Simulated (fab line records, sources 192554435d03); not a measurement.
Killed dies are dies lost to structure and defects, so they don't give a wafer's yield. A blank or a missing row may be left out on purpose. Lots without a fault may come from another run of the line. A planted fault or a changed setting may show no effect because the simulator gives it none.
Chamber matching | flow n5_finfet | N5_HKMG_FIN_HK_ALD_01 on ald_hk-02: 4 sister chambers
The step deposits HfO2, target thk 1.6 nm, pulse time 3 s, purge time 3 s. 20 wafers are shown with their chamber, then 10 later ones without.

WAFERS WITH THEIR CHAMBER
wafer  | chamber | precursor_pulse_height_rel
L075.3 | 2       | 0.989
L075.5 | 0       | 1.002
L075.6 | 3       | 1.001
L077.2 | 2       | 0.991
L077.4 | 0       | 0.949
L077.5 | 0       | 0.984
L078.1 | 3       | 0.963
L078.3 | 1       | 1.028
L078.5 | 3       | 0.968
L083.1 | 3       | 0.998
L083.3 | 1       | 0.969
L083.6 | 2       | 0.996
L084.1 | 3       | 1.045
L084.3 | 2       | 0.977
L084.4 | 1       | 0.979
L086.1 | 1       | 1.001
L086.2 | 3       | 1.017
L086.6 | 2       | 0.977
L092.1 | 0       | 1.010
L092.2 | 3       | 1.034

SIGNATURES (means of the wafers above)
reading                    | chamber 0 | chamber 1 | chamber 2 | chamber 3 | scatter within a chamber
precursor_pulse_height_rel | 0.98625   | 0.99425   | 0.98600   | 1.00371   | 0.0254
Rule: a wafer's distance from a chamber is the root of the sum, over the readings, of the square of ((its reading less the chamber's mean) divided by the reading's scatter). The wafer belongs to the nearest chamber; if the next one is less than 2 further off, it can't be placed. The scatter: the root of (the sum of the squares of (reading less its chamber's mean) over the shown wafers, divided by (wafers less chambers)).

WAFERS WITHOUT THEIR CHAMBER
wafer  | precursor_pulse_height_rel
L092.6 | 0.980
L093.1 | 0.997
L093.3 | 0.979
L093.6 | 1.001
L095.1 | 0.993
L095.2 | 1.016
L095.5 | 0.979
L097.2 | 1.005
L097.5 | 1.025
L097.6 | 0.996

WHICH CHAMBER EACH WENT THROUGH
wafer  | from the rows above               | in truth
L092.6 | can't be placed: 2 or 0 or 1 or 3 | 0
L093.1 | can't be placed: 1 or 3 or 0 or 2 | 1
L093.3 | can't be placed: 2 or 0 or 1 or 3 | 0
L093.6 | can't be placed: 3 or 1 or 0 or 2 | 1
L095.1 | can't be placed: 1 or 0 or 2 or 3 | 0
L095.2 | can't be placed: 3 or 1 or 0 or 2 | 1
L095.5 | can't be placed: 2 or 0 or 1 or 3 | 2
L097.2 | can't be placed: 3 or 1 or 0 or 2 | 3
L097.5 | can't be placed: 3 or 1 or 0 or 2 | 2
L097.6 | can't be placed: 1 or 3 or 0 or 2 | 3
Placed correctly: 0 of 10. Can't be placed from these rows: 10 (the true chamber is among the candidates in 10). Placed wrongly: 0.
